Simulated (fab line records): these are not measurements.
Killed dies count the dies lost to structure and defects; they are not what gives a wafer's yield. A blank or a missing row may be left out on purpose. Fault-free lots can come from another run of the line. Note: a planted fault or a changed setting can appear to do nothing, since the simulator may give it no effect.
fab line records    flow nand-harc    part 2 of 2: steps 5 to 6 of 6
record lots=24  wafers=72  last-day=26
route steps=1159 shown A_STAIRCASE@594
lots that met no fault: taken from a fault-free run of the same line
start-h: hours from the record's first day to the start of the lot's first wafer shown    wait-h: how many hours have passed since the lot's step before this one    " repeats the value in the row above    L1.1+2: a single row standing in for several wafers    - no value, or no start given    * or withheld: withheld    < > ~ a bound
route shown NAME@n: names a module that has steps shown in the file, with the first one's number in the route    usual: mean and standard deviation over wafers with no fault    same: alike in all rows    chamber/n: place in a boat    sites: each site's reading    _std_site: the values' standard deviation    _edge_site: mean of outer sites minus mean of inner sites    radius-mm: how far each site lies from the wafer's centre    mask NAME#n: copy n    behind: the last tool/chamber to shape the wafer    hold: what put the lot on hold/how long, in hours/how the hold closed    device: transistor that didn't switch, given as n, p or np    end of line: the tests these same wafers got at the end of their route    where a step has no rows: the recipe by itself    killed: dies that structure and defects cost at the first sort, which is not the same as the wafer's yield    map: shows each die of a wafer: x if killed, . if not, _ if none is there
set.NAME: the setting as run; set.NAME@STEP: as run at that earlier step    model.NAME: the simulator's own value behind a step, which no gauge read
one table for each step of the route and one row for each wafer, over a sample of lots
services: a tool's chamber out of use, with start hour (start-h, from the record's first day; less than 0 if before it), hours out, and reason
## steps
# step NHARC_A_STAIRCASE_STRIP_254
# recipe power-w=1500  temp-c=250  chemistry=O2
# usual drypump-motor-current-A=6.0/0.32  heater-power-w=333/17
lot.wafer  tool             chamber  start-h  wait-h  drypump-motor-current-A  heater-power-w  rf-hours-counter-h
L075.4     plasma-asher-02  1        255.12   -       6.0                      323             -
L075.3     "                0        "        "       5.4                      295             -
L075.6     "                0        "        "       5.4                      298             -
L076.2     plasma-asher-02  1        256.44   -       6.0                      315             23
L076.1     "                0        "        "       5.4                      295             23
L076.4     "                1        "        "       5.9                      331             -
L077.1     plasma-asher-01  0        262.20   -       6.4                      346             56
L077.2     "                1        "        "       5.9                      352             56
L077.3     "                0        "        "       6.4                      354             -
L074.2     plasma-asher-01  1        268.32   -       5.9                      354             58
L074.6     "                0        "        "       6.4                      351             -
L074.5     "                1        "        "       5.9                      351             -
L079.1     plasma-asher-01  0        272.98   -       6.4                      354             59
L079.2     "                1        "        "       5.9                      359             59
L079.4     "                1        "        "       5.9                      357             -
L078.2     plasma-asher-01  1        273.31   -       5.9                      352             59
L078.4     "                1        "        "       5.9                      345             -
L078.6     "                1        "        "       5.9                      347             -
L080.1     plasma-asher-01  1        295.18   -       5.9                      337             3
L080.2     "                0        "        "       6.3                      341             3
L080.4     "                0        "        "       6.4                      349             -
L082.2     plasma-asher-01  0        295.63   -       6.4                      350             4
L082.1     "                1        "        "       5.9                      340             4
L082.3     "                0        "        "       6.4                      354             -
L081.3     plasma-asher-02  1        297.45   -       5.9                      328             -
L081.4     "                0        "        "       5.5                      289             -
L081.6     "                1        "        "       5.9                      327             -
L084.2     plasma-asher-02  0        298.08   -       5.4                      310             38
L084.3     "                0        "        "       5.4                      301             -
L084.5     "                0        "        "       5.4                      302             -
L083.4     plasma-asher-01  1        299.29   -       5.8                      320             -
L083.6     "                0        "        "       6.4                      346             -
L083.5     "                1        "        "       5.8                      327             -
L088.1     plasma-asher-01  1        321.20   -       5.9                      341             13
L088.6     "                0        "        "       6.4                      336             -
L088.5     "                1        "        "       5.9                      338             -
L085.4     plasma-asher-02  1        321.28   -       6.0                      330             -
L085.5     "                1        "        "       6.0                      327             -
L085.6     "                0        "        "       5.4                      302             -
L086.2     plasma-asher-02  1        326.03   -       5.9                      323             48
L086.3     "                1        "        "       6.0                      325             -
L086.5     "                1        "        "       5.9                      322             -
L087.3     plasma-asher-01  0        333.21   -       6.4                      335             -
L087.4     "                1        "        "       5.8                      344             -
L087.5     "                0        "        "       6.4                      338             -
L090.4     plasma-asher-01  1        338.27   -       5.9                      329             -
L090.3     "                0        "        "       6.4                      351             -
L090.5     "                0        "        "       6.4                      330             -
L089.2     plasma-asher-02  1        338.38   -       6.0                      322             52
L089.3     "                0        "        "       5.5                      285             -
L089.5     "                1        "        "       6.0                      323             -
L091.1     plasma-asher-01  0        347.80   -       6.4                      339             21
L091.2     "                1        "        "       5.9                      327             21
L091.5     "                0        "        "       6.4                      333             -
L092.1     plasma-asher-01  1        348.40   -       5.9                      331             22
L092.5     "                0        "        "       6.3                      347             -
L092.6     "                1        "        "       5.9                      343             -
L093.1     plasma-asher-01  0        353.36   -       6.4                      345             24
L093.3     "                0        "        "       6.4                      342             -
L093.5     "                1        "        "       5.8                      336             -
L094.3     plasma-asher-01  0        366.19   -       6.4                      341             -
L094.4     "                1        "        "       5.9                      328             -
L094.5     "                1        "        "       5.9                      337             -
L095.2     plasma-asher-01  0        370.87   -       6.4                      353             37
L095.1     "                1        "        "       5.9                      337             37
L095.5     "                1        "        "       5.9                      336             -
L096.1     plasma-asher-01  1        378.38   -       5.8                      327             40
L096.2     "                0        "        "       6.4                      344             40
L096.3     "                0        "        "       6.3                      333             -
L097.2     plasma-asher-01  1        386.41   -       5.9                      332             46
L097.3     "                1        "        "       5.9                      328             -
L097.6     "                0        "        "       6.4                      348             -
# step NHARC_A_STAIRCASE_ETCH_292
# recipe cf4-flow-sccm=100  chf3-flow-sccm=30  ar-flow-sccm=0  rf-w=500  bias-w=200  chemistry=CF4/CHF3
# usual cf4-flow-sccm=100.0/0.3  drypump-motor-current-A=5.8/0.62  oes-product-au=0.948/0.022  rf-vpp-V=370.4/2.1  showerhead-plenum-p-Torr=1.57/0.057  throttle-valve-pct=16.802/0.0086
lot.wafer  tool         chamber  start-h  wait-h  cf4-flow-sccm  drypump-motor-current-A  oes-product-au  rf-hours-counter-h  rf-vpp-V  showerhead-plenum-p-Torr  throttle-valve-pct
L075.4     rie-diel-05  0        259.13   0.2     99.9           6.5                      0.941           30                  369.4     1.51                      16.799
L075.3     "            1        "        "       99.7           5.2                      0.928           34                  372.6     1.62                      16.802
L075.6     "            3        "        "       100.5          6.7                      0.935           -                   369.7     1.50                      16.802
L076.1     rie-diel-05  2        261.09   0.1     99.6           5.3                      0.932           34                  370.2     1.59                      16.795
L076.2     "            3        "        "       100.3          6.7                      0.926           32                  368.3     1.50                      16.809
L076.4     "            1        "        "       99.9           5.2                      0.926           35                  370.8     1.62                      16.800
L077.2     rie-diel-05  3        266.11   0.2     99.9           6.6                      0.948           35                  369.1     1.50                      16.801
L077.1     "            0        "        "       100.0          6.5                      0.942           35                  369.5     1.51                      16.802
L077.3     "            1        "        "       100.5          5.2                      0.941           38                  372.0     1.61                      16.805
L074.2     rie-diel-05  1        271.91   0.1     99.7           5.2                      0.922           40                  372.0     1.61                      16.789
L074.6     "            2        "        "       100.5          5.3                      0.939           -                   371.3     1.59                      16.789
L074.5     "            3        "        "       100.2          6.7                      0.918           -                   367.9     1.50                      16.809
L079.1     rie-diel-09  2        277.41   0.1     99.8           5.7                      0.950           3                   370.7     1.60                      16.800
L079.4     "            3        "        "       100.2          4.8                      0.942           3                   373.4     1.59                      16.808
L079.2     "            0        "        "       99.9           5.7                      0.971           3                   372.1     1.65                      16.791
L078.2     rie-diel-09  2        279.25   0.1     100.5          5.7                      0.960           4                   369.9     1.60                      16.793
L078.4     "            3        "        "       99.9           4.8                      0.954           4                   371.9     1.59                      16.804
L078.6     "            3        "        "       100.0          4.7                      0.947           -                   370.9     1.59                      16.802
L080.4     rie-diel-09  0        299.41   0.1     100.1          5.6                      0.990           14                  373.0     1.64                      16.799
L080.2     "            1        "        "       100.1          5.7                      0.972           15                  371.7     1.62                      16.812
L080.1     "            3        "        "       100.2          4.8                      0.943           14                  370.7     1.59                      16.811
L082.3     rie-diel-05  1        300.56   0.1     100.2          5.2                      0.924           49                  371.2     1.61                      16.798
L082.1     "            2        "        "       99.5           5.3                      0.949           48                  371.9     1.59                      16.794
L082.2     "            3        "        "       100.2          6.7                      0.927           47                  366.6     1.50                      16.815
L081.3     rie-diel-13  1        304.13   0.1     100.1          6.4                      0.927           5                   370.0     1.58                      16.808
L081.4     "            3        "        "       99.8           5.0                      0.926           5                   372.5     1.64                      16.813
L081.6     "            2        "        "       100.4          5.9                      0.901           -                   372.3     1.62                      16.807
L084.2     rie-diel-13  0        306.14   0.1     100.2          6.1                      0.934           6                   369.1     1.47                      16.803
L084.3     "            1        "        "       100.7          6.3                      0.953           5                   371.7     1.58                      16.809
L084.5     "            2        "        "       100.0          6.0                      0.945           -                   372.1     1.62                      16.796
L083.4     rie-diel-05  1        307.81   0.1     99.8           5.2                      0.950           51                  372.1     1.61                      16.810
L083.5     "            0        "        "       100.0          6.5                      0.955           -                   368.6     1.50                      16.802
L083.6     "            1        "        "       100.0          5.2                      0.955           -                   371.3     1.61                      16.794
L088.1     rie-diel-09  1        325.07   0.1     100.6          5.7                      0.973           26                  371.8     1.62                      16.793
L088.5     "            3        "        "       100.1          4.7                      0.925           -                   370.9     1.59                      16.808
L088.6     "            0        "        "       99.9           5.7                      0.970           -                   371.3     1.64                      16.803
L085.4     rie-diel-05  1        326.12   0.1     100.1          5.2                      0.929           59                  372.8     1.61                      16.805
L085.5     "            0        "        "       100.2          6.5                      0.932           -                   367.9     1.50                      16.804
L085.6     "            1        "        "       100.0          5.2                      0.932           -                   371.2     1.61                      16.813
L086.2     rie-diel-13  2        330.45   0.1     99.8           6.0                      0.931           17                  373.3     1.62                      16.788
L086.3     "            3        "        "       99.7           5.0                      0.962           16                  373.5     1.64                      16.811
L086.5     "            3        "        "       100.3          5.0                      0.954           -                   372.6     1.64                      16.812
L087.3     rie-diel-05  0        338.46   0.1     99.9           6.5                      0.976           63                  369.0     1.50                      16.796
L087.4     "            2        "        "       100.1          5.3                      0.991           63                  370.6     1.59                      16.801
L087.5     "            3        "        "       100.1          6.7                      0.983           -                   369.7     1.49                      16.798
L090.4     rie-diel-13  1        341.94   0.1     100.2          6.4                      0.971           20                  371.0     1.58                      16.801
L090.3     "            3        "        "       99.9           5.0                      0.960           20                  372.9     1.63                      16.793
L090.5     "            2        "        "       99.7           6.0                      0.942           -                   371.1     1.62                      16.802
L089.3     rie-diel-13  0        342.27   0.2     99.6           6.1                      0.920           19                  367.2     1.47                      16.810
L089.2     "            2        "        "       100.1          6.0                      0.901           21                  373.4     1.62                      16.811
L089.5     "            0        "        "       100.2          6.1                      0.922           -                   365.9     1.47                      16.801
L091.2     rie-diel-13  3        352.23   0.1     100.2          5.0                      0.970           25                  372.0     1.63                      16.803
L091.1     "            2        "        "       100.5          5.9                      0.959           25                  372.6     1.62                      16.797
L091.5     "            0        "        "       100.4          6.1                      0.950           -                   367.5     1.46                      16.811
L092.1     rie-diel-05  2        354.08   0.1     100.0          5.3                      0.993           1                   370.7     1.59                      16.789
L092.6     "            1        "        "       99.7           5.2                      0.982           -                   370.8     1.61                      16.798
L092.5     "            2        "        "       99.5           5.3                      0.999           -                   370.8     1.59                      16.814
L093.3     rie-diel-13  2        357.08   0.1     99.8           5.9                      0.950           28                  372.5     1.62                      16.809
L093.1     "            0        "        "       100.1          6.1                      0.966           26                  365.7     1.46                      16.816
L093.5     "            3        "        "       99.8           5.0                      1.003           -                   372.4     1.63                      16.797
L094.3     rie-diel-05  2        369.87   0.1     100.6          5.3                      0.990           6                   369.9     1.59                      16.806
L094.4     "            3        "        "       100.2          6.7                      0.965           6                   367.6     1.49                      16.806
L094.5     "            0        "        "       100.1          6.5                      0.959           -                   368.2     1.50                      16.812
L095.2     rie-diel-05  3        377.46   0.1     99.9           6.7                      0.907           9                   367.5     1.49                      16.782
L095.1     "            1        "        "       100.2          5.2                      0.910           10                  372.0     1.61                      16.809
L095.5     "            0        "        "       100.3          6.6                      0.915           -                   367.1     1.50                      16.803
L096.3     rie-diel-09  3        384.75   0.1     99.6           4.7                      0.950           42                  370.2     1.58                      16.816
L096.1     "            1        "        "       100.4          5.8                      0.955           49                  370.3     1.61                      16.800
L096.2     "            2        "        "       100.6          5.7                      0.965           40                  371.6     1.59                      16.818
L097.3     rie-diel-05  3        390.47   0.1     99.9           6.7                      0.936           16                  368.5     1.49                      16.800
L097.2     "            2        "        "       100.2          5.3                      0.944           16                  371.1     1.58                      16.801
L097.6     "            3        "        "       100.5          6.7                      0.949           -                   365.5     1.49                      16.807
## services
tool             chamber  start-h  hours  kind
rie-diel-05      0        246.26   -      clean
rie-diel-05      1        246.26   -      clean
rie-diel-05      2        246.26   -      clean
rie-diel-05      3        246.26   -      clean
rie-diel-09      -        254.22   9.0    pm
rie-diel-05      0        270.76   -      clean
rie-diel-05      1        270.76   -      clean
rie-diel-05      2        270.76   -      clean
rie-diel-05      3        270.76   -      clean
rie-diel-13      -        276.17   9.0    pm
plasma-asher-01  -        276.42   9.0    pm
rie-diel-05      0        295.30   -      clean
rie-diel-05      1        295.30   -      clean
rie-diel-05      2        295.30   -      clean
rie-diel-05      3        295.30   -      clean
rie-diel-05      0        319.84   -      clean
rie-diel-05      1        319.84   -      clean
plasma-asher-02  -        349.56   30.3   repair
rie-diel-09      0        353.62   40.8   repair
rie-diel-09      2        354.77   10.6   repair
rie-diel-09      2        366.19   2.7    repair
plasma-asher-02  -        379.91   9.0    pm
rie-diel-05      0        384.98   7.7    repair
rie-diel-05      3        385.22   1.5    repair
